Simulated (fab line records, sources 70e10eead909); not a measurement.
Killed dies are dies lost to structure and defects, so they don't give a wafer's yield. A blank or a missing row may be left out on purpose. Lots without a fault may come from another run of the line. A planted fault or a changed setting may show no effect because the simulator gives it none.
Which tool did it? | flow nand_harc | 11 lots, 33 wafers sampled, at 5 steps of a route of 1302

WHAT THE GAUGES READ, wafer by wafer
NHARC_END_SORT_01.
lot  | measured     | on        | killed_at_array
L700 | day 30 10:26 | prober-01 | 676 673 674
L701 | day 30 18:14 | prober-01 | 676 674 675
L699 | day 30 11:14 | prober-02 | 672 673 669

WHICH TOOL RAN EACH LOT (tool, then ch and the chambers of the sampled wafers, then the start)
lot  | NHARC_A_CHANNEL_HOLE_D2_ETCH_19  | NHARC_A_CHANNEL_HOLE_D2_ETCH_21  | NHARC_A_CHANNEL_HOLE_D2_ETCH_24  | NHARC_A_CHANNEL_HOLE_D2_ETCH_26
L687 | har_etch-01 ch 0,1, day 13 05:24 | har_etch-01 ch 0,1, day 13 05:56 | har_etch-01 ch 0,1, day 13 07:46 | har_etch-01 ch 0,1, day 13 09:13
L690 | har_etch-01 ch 0,1, day 14 14:59 | har_etch-01 ch 0,1, day 14 15:25 | har_etch-01 ch 0,1, day 14 17:08 | har_etch-01 ch 0,1, day 14 18:47
L698 | har_etch-01 ch 0,1, day 18 00:11 | har_etch-01 ch 0,1, day 18 00:41 | har_etch-01 ch 0,1, day 18 02:26 | har_etch-01 ch 0,1, day 18 03:59
L700 | har_etch-01 ch 0,1, day 18 21:47 | har_etch-01 ch 0,1, day 18 22:13 | har_etch-01 ch 0,1, day 18 23:55 | har_etch-01 ch 0,1, day 19 01:34
L701 | har_etch-02 ch 0,1, day 18 21:57 | har_etch-02 ch 0,1, day 18 22:22 | har_etch-02 ch 0,1, day 19 00:05 | har_etch-02 ch 0,1, day 19 01:44
L699 | har_etch-01 ch 0, day 19 01:57   | har_etch-01 ch 0, day 19 02:22   | har_etch-01 ch 0, day 19 04:05   | har_etch-01 ch 0, day 19 05:44
L702 | har_etch-02 ch 0,1, day 19 18:10 | har_etch-02 ch 0,1, day 19 18:35 | har_etch-02 ch 0,1, day 19 20:18 | har_etch-02 ch 0,1, day 19 21:58
L703 | har_etch-02 ch 0,1, day 20 03:13 | har_etch-02 ch 0,1, day 20 03:41 | har_etch-02 ch 0,1, day 20 05:27 | har_etch-02 ch 0,1, day 20 07:00
L704 | har_etch-01 ch 0,1, day 21 04:10 | har_etch-01 ch 0,1, day 21 04:38 | har_etch-01 ch 0,1, day 21 06:24 | har_etch-01 ch 0,1, day 21 07:58
L707 | har_etch-02 ch 0,1, day 22 11:31 | har_etch-02 ch 0,1, day 22 12:07 | har_etch-02 ch 0,1, day 22 13:59 | har_etch-02 ch 0,1, day 22 15:21
L708 | har_etch-02 ch 0,1, day 22 15:38 | har_etch-02 ch 0,1, day 22 16:04 | har_etch-02 ch 0,1, day 22 17:47 | har_etch-02 ch 0,1, day 22 19:25
- NHARC_A_CHANNEL_HOLE_D2_ETCH_19: etches the open film in C4F8/O2/Ar, time 34.5 s.
- NHARC_A_CHANNEL_HOLE_D2_ETCH_21: etches the open film in C4F8/O2/Ar, time 514.3 s, target depth 1600 nm.
- NHARC_A_CHANNEL_HOLE_D2_ETCH_24: etches the open film in C4F8/O2/Ar, time 906.2 s, target depth 1500 nm.
- NHARC_A_CHANNEL_HOLE_D2_ETCH_26: etches the open film in C4F8/O2/Ar, time 224.1 s, target depth 300 nm.

THE ANSWER, worked out from the rows above alone
Rule: what is usual is taken from the lots themselves. Put in order of their means at a reading, lots are off if they are a third of the lots or fewer, leave a main group of 4 or more, and stand apart from it by a gap of 3 or more times the standard deviation of the main group's means; of several such gaps the widest counts. A main group whose means are all the same, to the digits that the tables above print for the reading, isn't used. A lot without any number at a reading at which 4 lots or more have one is off too. The other lots that the step has rows for count as sound.
No lot is off at any reading shown: from this, nothing can be told.

WHAT THE SIMULATOR HAD PUT IN
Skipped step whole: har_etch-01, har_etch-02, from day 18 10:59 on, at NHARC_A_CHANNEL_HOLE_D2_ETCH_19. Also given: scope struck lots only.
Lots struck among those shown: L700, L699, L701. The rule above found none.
